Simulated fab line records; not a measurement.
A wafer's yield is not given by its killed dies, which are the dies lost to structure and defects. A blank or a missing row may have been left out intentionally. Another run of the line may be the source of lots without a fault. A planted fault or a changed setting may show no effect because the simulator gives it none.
A single fault, viewed from 2 desks | flow n5 finfet | each desk holds nothing but its own numbers, with what lay behind them at the end

== THE TOOL OWNER'S DESK: rie diel-02 ==
The tool's own readings at N5_BEOL_M7_STRIP_36 (strips in N2/H2): means of the sampled wafers that have a number, for each lot that ran on this tool. The brackets show how far a lot's mean lies from the usual mean; more than 4 standard deviations puts the lot out of limits, marked OUT.
Columns: A = drypump motor current A at N5_BEOL_M7_STRIP_36, usual 5.4 A; B = h2 flow sccm at N5_BEOL_M7_STRIP_36, usual 200.0 sccm; C = oes product au at N5_BEOL_M7_STRIP_36, usual 0.82 a.u.; D = rf vpp V at N5_BEOL_M7_STRIP_36, usual 59.3 V; E = showerhead plenum p Torr at N5_BEOL_M7_STRIP_36, usual 2.57 Torr; F = throttle valve pct at N5_BEOL_M7_STRIP_36, usual 23.6 %
lot  | first seen here | A   | B     | C    | D    | E    | F
L693 | day 9 15:00     | 5.8 | 200.7 | 0.77 | 59.6 | 2.57 | 23.4
L703 | day 12 10:00    | 5.7 | 200.2 | 0.84 | 60.2 | 2.64 | 23.8
L706 | day 12 18:40    | 5.8 | 200.2 | 0.84 | 58.6 | 2.63 | 23.5
Result from this desk: across the 3 lots, nothing is out of limits.

== METROLOGY DESK ==
Lot by lot, what the gauges showed, no matter which tool ran the lot: averages of those sampled wafers that carry a number. The brackets show how far a lot's mean lies from the usual mean; more than 4 standard deviations puts the lot out of limits, marked OUT.
Columns: A = TV_OVL at N5_PASSIVATION_OVL_MEAS_60, usual 0 nm
lot  | first seen here | A
L693 | day 12 11:34    | 8
L691 | day 12 19:38    | 6
L692 | day 12 20:51    | -2
L694 | day 13 07:45    | -7
L696 | day 13 16:08    | -3
L703 | day 15 03:14    | -1
L706 | day 15 14:08    | -1
L709 | day 16 03:05    | 3
L708 | day 16 07:40    | 3
L710 | day 16 07:58    | -4
L711 | day 17 01:47    | -0
L712 | day 17 15:53    | 2
L713 | day 17 16:02    | 0
Result from this desk: across the 13 lots, nothing is out of limits.

== PUT TOGETHER ==
The desk of the tool owner found nothing out of limits.
At the metrology desk, nothing out of limits was observed.

== WHAT WAS PUT IN BY THE SIMULATOR ==
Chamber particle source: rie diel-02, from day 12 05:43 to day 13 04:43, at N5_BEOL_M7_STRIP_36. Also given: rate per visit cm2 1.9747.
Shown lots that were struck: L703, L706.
